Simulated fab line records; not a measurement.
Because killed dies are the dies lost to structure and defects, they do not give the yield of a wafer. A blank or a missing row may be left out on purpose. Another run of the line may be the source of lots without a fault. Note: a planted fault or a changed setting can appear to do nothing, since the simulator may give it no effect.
Which tool did it? || flow n5_finfet || 9 lots with 27 wafers sampled at 6 steps, on a route of 1938 steps

== WHAT THE GAUGES READ, wafer by wafer ==
N5_BEOL_M2_RS_MEAS_58: uses a four-point probe to measure. Usual: M2_RS typically reads 0.666 ohm/sq, with standard deviation 0.028.
{"lot": "L491", "measured": "day 7 04:53", "on": "film_metro-01", "M2_RS (ohm/sq)": "0.683 0.651 0.699", "flag": ""}
{"lot": "L492", "measured": "day 7 06:40", "on": "film_metro-02", "M2_RS (ohm/sq)": "0.643 0.658 0.698", "flag": ""}
{"lot": "L493", "measured": "day 7 20:14", "on": "film_metro-01", "M2_RS (ohm/sq)": "0.686 0.658 0.655", "flag": ""}
{"lot": "L497", "measured": "day 9 03:53", "on": "film_metro-02", "M2_RS (ohm/sq)": "0.605 0.630 0.605", "flag": ""}
{"lot": "L501", "measured": "day 9 12:38", "on": "film_metro-02", "M2_RS (ohm/sq)": "0.675 0.639 0.645", "flag": ""}
{"lot": "L504", "measured": "day 12 02:05", "on": "film_metro-01", "M2_RS (ohm/sq)": "0.699 0.656 0.695", "flag": ""}
{"lot": "L508", "measured": "day 12 18:49", "on": "film_metro-01", "M2_RS (ohm/sq)": "0.656 0.657 0.668", "flag": ""}
{"lot": "L511", "measured": "day 12 21:59", "on": "film_metro-02", "M2_RS (ohm/sq)": "0.683 0.644 0.596", "flag": ""}
{"lot": "L513", "measured": "day 13 11:15", "on": "film_metro-01", "M2_RS (ohm/sq)": "0.652 0.650 0.672", "flag": ""}

N5_BEOL_M3_THK_MEAS_01. Usual: M3_ILD_THK typically reads 79.2 nm, with standard deviation 1.1.
{"lot": "L491", "measured": "day 7 05:01", "on": "film_metro-02", "M3_ILD_THK (nm)": "79.7 81.6 80.5", "flag": ""}
{"lot": "L492", "measured": "day 7 06:48", "on": "film_metro-01", "M3_ILD_THK (nm)": "78.3 79.8 79.2", "flag": ""}
{"lot": "L493", "measured": "day 7 20:22", "on": "film_metro-01", "M3_ILD_THK (nm)": "79.3 78.4 80.1", "flag": ""}
{"lot": "L497", "measured": "day 9 04:01", "on": "film_metro-02", "M3_ILD_THK (nm)": "105.3 106.5 80.2", "flag": "OFF"}
{"lot": "L501", "measured": "day 9 12:46", "on": "film_metro-02", "M3_ILD_THK (nm)": "104.2 106.2 81.0", "flag": "OFF"}
{"lot": "L504", "measured": "day 12 02:14", "on": "film_metro-02", "M3_ILD_THK (nm)": "78.6 79.5 80.4", "flag": ""}
{"lot": "L508", "measured": "day 12 18:57", "on": "film_metro-02", "M3_ILD_THK (nm)": "78.1 79.1 79.6", "flag": ""}
{"lot": "L511", "measured": "day 12 22:07", "on": "film_metro-02", "M3_ILD_THK (nm)": "76.2 78.9 79.6", "flag": ""}
{"lot": "L513", "measured": "day 13 11:24", "on": "film_metro-01", "M3_ILD_THK (nm)": "76.3 79.1 77.8", "flag": ""}

N5_BEOL_M4_RC_MEAS_101. Usual: CHAIN_V2 236 ohm/link, standard deviation 9; CHAIN_V2_max_site 245 ohm/link, standard deviation 9.3; DIBL_N 36.3 mV/V, standard deviation 2; DIBL_P 36.3 mV/V, standard deviation 2.4; IOFF_N 0.16 nA/um, standard deviation 0.034; IOFF_P 0.21 nA/um, standard deviation 0.035; ION_N 672 uA/um, standard deviation 12; ION_P 459 uA/um, standard deviation 6.5; SS_N 71.6 mV/dec, standard deviation 0.67; SS_P 73.3 mV/dec, standard deviation 0.71; VT_N 250 mV, standard deviation 3.5; VT_P -251 mV, standard deviation 3.
{"lot": "L491", "measured": "day 8 03:04", "on": "prober-01", "CHAIN_V2 (ohm/link)": "223 213 234", "CHAIN_V2_max_site (ohm/link)": "234 223 237", "DIBL_N (mV/V)": "35.5 35.7 34.9", "DIBL_P (mV/V)": "35.7 35.9 34.7", "IOFF_N (nA/um)": "0.15 0.15 0.13", "IOFF_P (nA/um)": "0.20 0.21 0.19", "ION_N (uA/um)": "662 661 655", "ION_P (uA/um)": "458 459 450", "SS_N (mV/dec)": "71.6 71.4 71.9", "SS_P (mV/dec)": "73.3 72.8 72.6", "VT_N (mV)": "250 254 251", "VT_P (mV)": "-251 -251 -251", "flag": ""}
{"lot": "L492", "measured": "day 8 07:41", "on": "prober-02", "CHAIN_V2 (ohm/link)": "237 234 240", "CHAIN_V2_max_site (ohm/link)": "251 246 254", "DIBL_N (mV/V)": "32.6 32.3 32.3", "DIBL_P (mV/V)": "31.7 31.6 31.5", "IOFF_N (nA/um)": "0.10 0.10 0.10", "IOFF_P (nA/um)": "0.15 0.15 0.15", "ION_N (uA/um)": "651 653 664", "ION_P (uA/um)": "456 453 456", "SS_N (mV/dec)": "70.0 69.8 70.1", "SS_P (mV/dec)": "72.0 71.8 72.1", "VT_N (mV)": "259 256 257", "VT_P (mV)": "-256 -253 -254", "flag": ""}
{"lot": "L493", "measured": "day 8 16:58", "on": "prober-02", "CHAIN_V2 (ohm/link)": "250 251 239", "CHAIN_V2_max_site (ohm/link)": "256 257 245", "DIBL_N (mV/V)": "35.0 33.2 33.3", "DIBL_P (mV/V)": "34.4 31.5 32.3", "IOFF_N (nA/um)": "0.14 0.10 0.11", "IOFF_P (nA/um)": "0.18 0.13 0.15", "ION_N (uA/um)": "666 647 650", "ION_P (uA/um)": "453 440 452", "SS_N (mV/dec)": "71.1 70.8 70.9", "SS_P (mV/dec)": "73.2 72.8 72.7", "VT_N (mV)": "249 256 256", "VT_P (mV)": "-254 -256 -253", "flag": ""}
{"lot": "L497", "measured": "day 10 03:58", "on": "prober-02", "CHAIN_V2 (ohm/link)": "- - 243", "CHAIN_V2_max_site (ohm/link)": "- - 247", "DIBL_N (mV/V)": "31.6 33.2 33.5", "DIBL_P (mV/V)": "31.6 33.4 34.0", "IOFF_N (nA/um)": "0.11 0.13 0.14", "IOFF_P (nA/um)": "0.16 0.18 0.20", "ION_N (uA/um)": "650 660 668", "ION_P (uA/um)": "451 457 458", "SS_N (mV/dec)": "71.4 70.7 71.6", "SS_P (mV/dec)": "72.7 72.2 73.1", "VT_N (mV)": "258 252 251", "VT_P (mV)": "-253 -251 -248", "flag": ""}
{"lot": "L501", "measured": "day 11 15:45", "on": "prober-01", "CHAIN_V2 (ohm/link)": "- - 236", "CHAIN_V2_max_site (ohm/link)": "- - 244", "DIBL_N (mV/V)": "36.1 35.3 37.2", "DIBL_P (mV/V)": "37.2 36.9 38.8", "IOFF_N (nA/um)": "0.15 0.16 0.19", "IOFF_P (nA/um)": "0.21 0.21 0.23", "ION_N (uA/um)": "664 692 683", "ION_P (uA/um)": "455 476 462", "SS_N (mV/dec)": "71.5 71.4 72.4", "SS_P (mV/dec)": "73.3 73.0 73.6", "VT_N (mV)": "249 247 246", "VT_P (mV)": "-251 -251 -249", "flag": ""}
{"lot": "L504", "measured": "day 13 00:21", "on": "prober-01", "CHAIN_V2 (ohm/link)": "244 241 245", "CHAIN_V2_max_site (ohm/link)": "249 251 261", "DIBL_N (mV/V)": "40.2 37.9 37.9", "DIBL_P (mV/V)": "39.4 37.2 36.3", "IOFF_N (nA/um)": "0.22 0.17 0.16", "IOFF_P (nA/um)": "0.27 0.22 0.21", "ION_N (uA/um)": "683 667 667", "ION_P (uA/um)": "469 463 457", "SS_N (mV/dec)": "72.0 71.9 71.3", "SS_P (mV/dec)": "74.3 74.1 74.1", "VT_N (mV)": "245 249 251", "VT_P (mV)": "-246 -249 -251", "flag": ""}
{"lot": "L508", "measured": "day 14 07:01", "on": "prober-02", "CHAIN_V2 (ohm/link)": "241 238 230", "CHAIN_V2_max_site (ohm/link)": "249 247 234", "DIBL_N (mV/V)": "37.0 34.8 38.7", "DIBL_P (mV/V)": "38.8 34.8 38.5", "IOFF_N (nA/um)": "0.20 0.15 0.24", "IOFF_P (nA/um)": "0.25 0.19 0.24", "ION_N (uA/um)": "682 666 676", "ION_P (uA/um)": "462 454 458", "SS_N (mV/dec)": "71.8 71.2 72.4", "SS_P (mV/dec)": "74.3 74.1 74.0", "VT_N (mV)": "247 249 244", "VT_P (mV)": "-248 -252 -249", "flag": ""}
{"lot": "L511", "measured": "day 14 05:52", "on": "prober-01", "CHAIN_V2 (ohm/link)": "222 221 226", "CHAIN_V2_max_site (ohm/link)": "238 225 234", "DIBL_N (mV/V)": "37.9 37.1 40.2", "DIBL_P (mV/V)": "38.8 37.0 40.1", "IOFF_N (nA/um)": "0.20 0.18 0.24", "IOFF_P (nA/um)": "0.25 0.22 0.28", "ION_N (uA/um)": "699 679 693", "ION_P (uA/um)": "473 463 469", "SS_N (mV/dec)": "72.3 71.9 72.8", "SS_P (mV/dec)": "74.4 73.8 74.6", "VT_N (mV)": "245 246 243", "VT_P (mV)": "-248 -249 -250", "flag": ""}
{"lot": "L513", "measured": "day 14 14:23", "on": "prober-01", "CHAIN_V2 (ohm/link)": "243 230 233", "CHAIN_V2_max_site (ohm/link)": "249 235 240", "DIBL_N (mV/V)": "36.8 37.2 36.1", "DIBL_P (mV/V)": "37.1 37.9 36.1", "IOFF_N (nA/um)": "0.19 0.20 0.18", "IOFF_P (nA/um)": "0.22 0.24 0.21", "ION_N (uA/um)": "680 679 684", "ION_P (uA/um)": "459 459 462", "SS_N (mV/dec)": "71.8 72.0 72.0", "SS_P (mV/dec)": "73.0 73.4 72.6", "VT_N (mV)": "248 246 245", "VT_P (mV)": "-249 -248 -251", "flag": ""}

== TOOL THAT RAN EACH LOT (tool first, then ch and the chambers of the sampled wafers, then the start) ==
{"lot": "L491", "N5_BEOL_M2_SPUTTER_90": "pvd_sputter-01, day 7 03:07", "N5_BEOL_M2_ANNEAL_51": "rtp_anneal-02 ch 0, day 7 04:03", "N5_BEOL_M3_ILD_DEP_00": "pecvd-03 ch 0,1, day 7 04:56"}
{"lot": "L492", "N5_BEOL_M2_SPUTTER_90": "pvd_sputter-01, day 7 04:57", "N5_BEOL_M2_ANNEAL_51": "rtp_anneal-02 ch 0, day 7 05:53", "N5_BEOL_M3_ILD_DEP_00": "pecvd-03 ch 0,2, day 7 06:44"}
{"lot": "L493", "N5_BEOL_M2_SPUTTER_90": "pvd_sputter-03, day 7 18:32", "N5_BEOL_M2_ANNEAL_51": "rtp_anneal-02 ch 0, day 7 19:29", "N5_BEOL_M3_ILD_DEP_00": "pecvd-02 ch 0,1, day 7 20:18"}
{"lot": "L497", "N5_BEOL_M2_SPUTTER_90": "pvd_sputter-02, day 9 02:11", "N5_BEOL_M2_ANNEAL_51": "rtp_anneal-01 ch 0, day 9 03:05", "N5_BEOL_M3_ILD_DEP_00": "pecvd-03 ch 1,2, day 9 03:57"}
{"lot": "L501", "N5_BEOL_M2_SPUTTER_90": "pvd_sputter-01, day 9 10:56", "N5_BEOL_M2_ANNEAL_51": "rtp_anneal-01 ch 0, day 9 11:50", "N5_BEOL_M3_ILD_DEP_00": "pecvd-03 ch 0,2, day 9 12:42"}
{"lot": "L504", "N5_BEOL_M2_SPUTTER_90": "pvd_sputter-01, day 12 00:23", "N5_BEOL_M2_ANNEAL_51": "rtp_anneal-01 ch 0, day 12 01:17", "N5_BEOL_M3_ILD_DEP_00": "pecvd-03 ch 0,2, day 12 02:09"}
{"lot": "L508", "N5_BEOL_M2_SPUTTER_90": "pvd_sputter-02, day 12 17:05", "N5_BEOL_M2_ANNEAL_51": "rtp_anneal-01 ch 0, day 12 18:02", "N5_BEOL_M3_ILD_DEP_00": "pecvd-03 ch 0,2, day 12 18:53"}
{"lot": "L511", "N5_BEOL_M2_SPUTTER_90": "pvd_sputter-02, day 12 20:11", "N5_BEOL_M2_ANNEAL_51": "rtp_anneal-02 ch 0, day 12 21:08", "N5_BEOL_M3_ILD_DEP_00": "pecvd-02 ch 0,1, day 12 22:02"}
{"lot": "L513", "N5_BEOL_M2_SPUTTER_90": "pvd_sputter-03, day 13 09:32", "N5_BEOL_M2_ANNEAL_51": "rtp_anneal-02 ch 0, day 13 10:24", "N5_BEOL_M3_ILD_DEP_00": "pecvd-02 ch 1,2, day 13 11:19"}
- N5_BEOL_M2_SPUTTER_90: material Cu, target thk 4.5 nm, time 8.29 s.
- N5_BEOL_M2_ANNEAL_51: time 90 s.
- N5_BEOL_M3_ILD_DEP_00: deposits SiOC from DEMS/O2, target thk 79 nm, time 15.3 s.

== WHAT THE TOOLS THEMSELVES READ (means of the sampled wafers that have a number; where no wafer has one, the mark that the record gives instead) ==
N5_BEOL_M2_SPUTTER_90. Usual: chuck_gas_flow_sccm 1.26 sccm, standard deviation 0.051; chuck_sensor_temp_C -16.0 C, standard deviation 0.46; throttle_valve_pct 30.3 %, standard deviation 1.
{"lot": "L491", "tool": "pvd_sputter-01", "chuck_gas_flow_sccm (sccm)": 1.29, "chuck_sensor_temp_C (C)": -16.4, "throttle_valve_pct (%)": 30.0, "flag": ""}
{"lot": "L492", "tool": "pvd_sputter-01", "chuck_gas_flow_sccm (sccm)": 1.23, "chuck_sensor_temp_C (C)": -16.0, "throttle_valve_pct (%)": 29.9, "flag": ""}
{"lot": "L493", "tool": "pvd_sputter-03", "chuck_gas_flow_sccm (sccm)": 1.31, "chuck_sensor_temp_C (C)": -15.6, "throttle_valve_pct (%)": 30.3, "flag": ""}
{"lot": "L497", "tool": "pvd_sputter-02", "chuck_gas_flow_sccm (sccm)": 1.29, "chuck_sensor_temp_C (C)": -16.3, "throttle_valve_pct (%)": 29.9, "flag": ""}
{"lot": "L501", "tool": "pvd_sputter-01", "chuck_gas_flow_sccm (sccm)": 1.23, "chuck_sensor_temp_C (C)": -15.7, "throttle_valve_pct (%)": 30.6, "flag": ""}
{"lot": "L504", "tool": "pvd_sputter-01", "chuck_gas_flow_sccm (sccm)": 1.18, "chuck_sensor_temp_C (C)": -16.3, "throttle_valve_pct (%)": 30.6, "flag": ""}
{"lot": "L508", "tool": "pvd_sputter-02", "chuck_gas_flow_sccm (sccm)": 1.27, "chuck_sensor_temp_C (C)": -16.2, "throttle_valve_pct (%)": 30.7, "flag": ""}
{"lot": "L511", "tool": "pvd_sputter-02", "chuck_gas_flow_sccm (sccm)": 1.29, "chuck_sensor_temp_C (C)": -16.0, "throttle_valve_pct (%)": 29.5, "flag": ""}
{"lot": "L513", "tool": "pvd_sputter-03", "chuck_gas_flow_sccm (sccm)": 1.33, "chuck_sensor_temp_C (C)": -15.6, "throttle_valve_pct (%)": 30.5, "flag": ""}

N5_BEOL_M2_ANNEAL_51. Usual: anneal_temp_c 224.99 C, standard deviation 0.19; wafer_temp_C_max 225.94, standard deviation 0.23.
{"lot": "L491", "tool": "rtp_anneal-02", "anneal_temp_c (C)": 224.89, "wafer_temp_C_max": 225.83, "flag": ""}
{"lot": "L492", "tool": "rtp_anneal-02", "anneal_temp_c (C)": 224.82, "wafer_temp_C_max": 226.18, "flag": ""}
{"lot": "L493", "tool": "rtp_anneal-02", "anneal_temp_c (C)": 225.03, "wafer_temp_C_max": 225.74, "flag": ""}
{"lot": "L497", "tool": "rtp_anneal-01", "anneal_temp_c (C)": 224.92, "wafer_temp_C_max": 225.88, "flag": ""}
{"lot": "L501", "tool": "rtp_anneal-01", "anneal_temp_c (C)": 225.04, "wafer_temp_C_max": 225.99, "flag": ""}
{"lot": "L504", "tool": "rtp_anneal-01", "anneal_temp_c (C)": 225.19, "wafer_temp_C_max": 226.02, "flag": ""}
{"lot": "L508", "tool": "rtp_anneal-01", "anneal_temp_c (C)": 225.11, "wafer_temp_C_max": 225.75, "flag": ""}
{"lot": "L511", "tool": "rtp_anneal-02", "anneal_temp_c (C)": 224.74, "wafer_temp_C_max": 226.03, "flag": ""}
{"lot": "L513", "tool": "rtp_anneal-02", "anneal_temp_c (C)": 225.00, "wafer_temp_C_max": 226.16, "flag": ""}

N5_BEOL_M3_ILD_DEP_00. Usual: heater_power_outer_w 265 W, standard deviation 45; heater_power_w 489 W, standard deviation 81; rf_fwd_power_W 494.8 W, standard deviation 2.1; showerhead_plenum_p_Torr 5.697 Torr, standard deviation 0.019; throttle_valve_pct 11.8 %, standard deviation 0.47.
{"lot": "L491", "tool": "pecvd-03", "heater_power_outer_w (W)": 265, "heater_power_w (W)": 490, "rf_fwd_power_W (W)": 494.8, "showerhead_plenum_p_Torr (Torr)": 5.712, "throttle_valve_pct (%)": 12.4, "flag": ""}
{"lot": "L492", "tool": "pecvd-03", "heater_power_outer_w (W)": 263, "heater_power_w (W)": 486, "rf_fwd_power_W (W)": 495.4, "showerhead_plenum_p_Torr (Torr)": 5.684, "throttle_valve_pct (%)": 11.5, "flag": ""}
{"lot": "L493", "tool": "pecvd-02", "heater_power_outer_w (W)": 315, "heater_power_w (W)": 587, "rf_fwd_power_W (W)": 497.9, "showerhead_plenum_p_Torr (Torr)": 5.697, "throttle_valve_pct (%)": 11.8, "flag": ""}
{"lot": "L497", "tool": "pecvd-03", "heater_power_outer_w (W)": 290, "heater_power_w (W)": 520, "rf_fwd_power_W (W)": 495.3, "showerhead_plenum_p_Torr (Torr)": 5.694, "throttle_valve_pct (%)": 12.2, "flag": ""}
{"lot": "L501", "tool": "pecvd-03", "heater_power_outer_w (W)": 253, "heater_power_w (W)": 480, "rf_fwd_power_W (W)": 495.0, "showerhead_plenum_p_Torr (Torr)": 5.709, "throttle_valve_pct (%)": 11.8, "flag": ""}
{"lot": "L504", "tool": "pecvd-03", "heater_power_outer_w (W)": 300, "heater_power_w (W)": 541, "rf_fwd_power_W (W)": 495.1, "showerhead_plenum_p_Torr (Torr)": 5.700, "throttle_valve_pct (%)": 11.7, "flag": ""}
{"lot": "L508", "tool": "pecvd-03", "heater_power_outer_w (W)": 320, "heater_power_w (W)": 561, "rf_fwd_power_W (W)": 494.4, "showerhead_plenum_p_Torr (Torr)": 5.714, "throttle_valve_pct (%)": 11.6, "flag": ""}
{"lot": "L511", "tool": "pecvd-02", "heater_power_outer_w (W)": 267, "heater_power_w (W)": 521, "rf_fwd_power_W (W)": 496.2, "showerhead_plenum_p_Torr (Torr)": 5.706, "throttle_valve_pct (%)": 11.7, "flag": ""}
{"lot": "L513", "tool": "pecvd-02", "heater_power_outer_w (W)": 270, "heater_power_w (W)": 533, "rf_fwd_power_W (W)": 496.3, "showerhead_plenum_p_Torr (Torr)": 5.683, "throttle_valve_pct (%)": 12.1, "flag": ""}

== THE ANSWER, worked out from the rows above alone ==
Rule: take the mean of a lot's wafers that have a number; if it is more than 3 standard deviations from the usual mean, the lot is off. A lot without any number at a reading at which 4 lots or more have one is off too. Where the step has rows for the other lots, those lots are counted as sound. The gauges are gone through in route order, then the tools' own readings, and for those a lot's mean is taken as printed above. The first step at which some lot is off is used, and at that step the reading that is off furthest; a lot without a number counts as furthest.
Off: L497, L501, seen at N5_BEOL_M3_THK_MEAS_01 (M3_ILD_THK).
A tool fits if, at a process step before that reading, it ran every lot that is off, and no sound lot after the first of them. Gauges at N5_BEOL_M3_THK_MEAS_01: tried the same way as those tools. None of those tried fits.

== WHAT THE SIMULATOR PUT IN ==
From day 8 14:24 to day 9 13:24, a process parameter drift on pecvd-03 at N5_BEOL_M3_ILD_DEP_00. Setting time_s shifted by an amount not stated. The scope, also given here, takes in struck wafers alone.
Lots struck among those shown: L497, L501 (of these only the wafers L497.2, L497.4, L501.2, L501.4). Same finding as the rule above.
